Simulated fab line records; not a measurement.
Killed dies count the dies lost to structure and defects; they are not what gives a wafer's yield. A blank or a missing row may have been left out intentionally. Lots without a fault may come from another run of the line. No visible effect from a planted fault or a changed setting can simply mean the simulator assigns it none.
Comparing a struck lot with a sound one + flow nand_harc + 14 out of 1302 route steps
Sound: the wafers L736.1, L736.4, L736.6. Struck: wafers L732.1, L732.3, L732.4. Last of all comes the cause.
Order at every step that has rows: each side's tool, ch and its chambers, its first start. Under that, the readings that differ: sound wafers + struck wafers + difference of the means + sigmas: that difference in standard deviations of wafers without a fault.
alike: words and numbers the same on both sides, and readings whose means are apart by under 2 such deviations; not compared: readings that were withheld, readings missing a value for some wafer, numbers with overlapping values and no deviation given by the record, and bounds like >300 which may hide the same value.
The two part at a step that has a row with sigmas, a row that says differs or no value, or rows on one side only. Numbers that have no deviation but don't overlap get no sigmas and don't part them. A reading missing from all wafers of one side parts the sides only when that side holds two or more wafers.

NHARC_A_STAIRCASE_STRIP_295: strips in O2.
  sound on rie_diel-03 ch 0,2,3; struck on rie_diel-13 ch 1,2,3
  alike: chamber_pressure_mTorr, drypump_motor_current_A, mfc_ar_sccm, oes_product_au, rf_vpp_V, showerhead_plenum_p_Torr, throttle_valve_pct
  not compared: rf_hours_counter_h
then, 3 steps without rows for these wafers: NHARC_A_STAIRCASE_STRIP_296 (strips in SPM, time 900 s); NHARC_A_STAIRCASE_PRECLEAN_297 (cleans in SC1); NHARC_A_STAIRCASE_SRD_298.
NHARC_A_STAIRCASE_HM_DEP_462: deposits aC, target thk 800 nm.
  sound on acl_dep-02 ch 0, day 23 10:38; struck on acl_dep-02 ch 0, day 22 13:12
  alike: throttle_valve_pct
NHARC_A_STAIRCASE_DEP_301: deposits SiON, target thk 30 nm.
  sound on pecvd-01 ch 1,2, day 23 12:30; struck on pecvd-01 ch 0,1,2, day 22 15:11
  alike: heater_power_w
then, 5 steps without rows for these wafers: NHARC_A_STAIRCASE_DEHYDRATE_302 (time 120 s); NHARC_A_STAIRCASE_HMDS_303 (time 30 s); NHARC_A_STAIRCASE_COAT_304; NHARC_A_STAIRCASE_SOFTBAKE_305 (time 170 s); NHARC_A_STAIRCASE_EBR_306.
NHARC_A_STAIRCASE_EXPOSE_307: exposes mask CHOP 50.
  sound on krf_scanner-02 ch 0, day 23 13:07; struck on krf_scanner-01 ch 0, day 22 15:38
| reading              | sound             | struck            | difference | sigmas      |
|----------------------|-------------------|-------------------|------------|-------------|
| exposure_dose_mJ_cm2 | 45.71 45.72 45.69 | 51.85 51.92 51.95 | +6.20      | +99 or more |
| focus_offset_nm (nm) | 0.4 -0.1 0.9      | -1.5 -0.6 -1.1    | -1.5       | -3          |
  alike: mask, reticle_temp_C
then, 1 step without rows for these wafers: NHARC_A_STAIRCASE_PEB_308 (peb time 130 s).
-- record jumps: 7 days between struck wafers' starts before vs after; left off in module A_STAIRCASE, resumes in module END, first step shown is number 1302 of the route --
NHARC_END_SORT_01:
  sound on prober-02 ch 0, day 30 09:56; struck on prober-02 ch 0, day 30 01:35
| reading             | sound | struck  | difference | sigmas |
|---------------------|-------|---------|------------|--------|
| killed_at_periphery | 2 5 0 | 9 11 11 | +8         | +2     |
  alike: killed_at_array, killed_at_other, killed_dies, killed_open, killed_short

== WHERE THEY PART ==
Last at NHARC_END_SORT_01 as far as this record goes, first at NHARC_A_STAIRCASE_EXPOSE_307.

WHY: whatever the simulator had introduced
Process parameters drifting: krf_scanner-01 at NHARC_A_STAIRCASE_EXPOSE_307, beginning at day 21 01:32. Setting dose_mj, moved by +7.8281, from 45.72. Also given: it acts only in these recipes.
